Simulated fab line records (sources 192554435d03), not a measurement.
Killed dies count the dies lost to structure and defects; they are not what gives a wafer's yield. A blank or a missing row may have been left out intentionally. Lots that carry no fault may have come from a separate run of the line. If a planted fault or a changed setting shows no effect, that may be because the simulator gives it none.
Chamber matching / flow n5-finfet / N5_BEOL_M0_TRENCH_ETCH_107 on rie-diel-01 has 4 sister chambers
The step etches SiOC in C4F6/O2, target depth 32.8 nm, time 16.4 s. 4 wafers are shown with their chamber, then 8 later ones without.

WAFERS WITH THEIR CHAMBER
wafer=L081.2; chamber=1; showerhead-plenum-p-Torr (Torr)=2.89
wafer=L084.1; chamber=0; showerhead-plenum-p-Torr (Torr)=2.78
wafer=L084.6; chamber=3; showerhead-plenum-p-Torr (Torr)=2.78
wafer=L090.3; chamber=2; showerhead-plenum-p-Torr (Torr)=2.79

WAFERS WITHOUT THEIR CHAMBER
wafer=L090.4; showerhead-plenum-p-Torr (Torr)=2.77
wafer=L090.6; showerhead-plenum-p-Torr (Torr)=2.78
wafer=L092.1; showerhead-plenum-p-Torr (Torr)=2.77
wafer=L092.2; showerhead-plenum-p-Torr (Torr)=2.79
wafer=L092.6; showerhead-plenum-p-Torr (Torr)=2.79
wafer=L095.2; showerhead-plenum-p-Torr (Torr)=2.77
wafer=L095.3; showerhead-plenum-p-Torr (Torr)=2.76
wafer=L095.5; showerhead-plenum-p-Torr (Torr)=2.76

CHAMBER TAKEN BY EACH
wafer=L090.4; from the rows above=can't be placed: 0 or 3 or 2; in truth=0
wafer=L090.6; from the rows above=can't be placed: 0 or 3 or 2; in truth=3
wafer=L092.1; from the rows above=can't be placed: 0 or 3 or 2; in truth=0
wafer=L092.2; from the rows above=can't be placed: 2 or 0 or 3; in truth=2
wafer=L092.6; from the rows above=can't be placed: 2 or 0 or 3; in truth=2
wafer=L095.2; from the rows above=can't be placed: 0 or 3 or 2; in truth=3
wafer=L095.3; from the rows above=can't be placed: 0 or 3 or 2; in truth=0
wafer=L095.5; from the rows above=can't be placed: 0 or 3 or 2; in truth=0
0 of 8 placed correctly. Can't be placed from these rows: 8 (the true chamber is among the candidates in 8). Number placed wrongly: 0.
How it was worked out, from the rows above alone: a wafer's distance from a chamber is the root of the sum, over the readings, of the square of ((its reading less the chamber's mean) divided by the reading's scatter). If the next closest chamber is less than 2 further off than the closest, the wafer can't be placed; otherwise it belongs to the closest. Each chamber's mean is taken over the wafers shown for it. The scatter: root of mean squared gap, hidden wafer to nearest shown wafer, with one shown wafer a chamber.
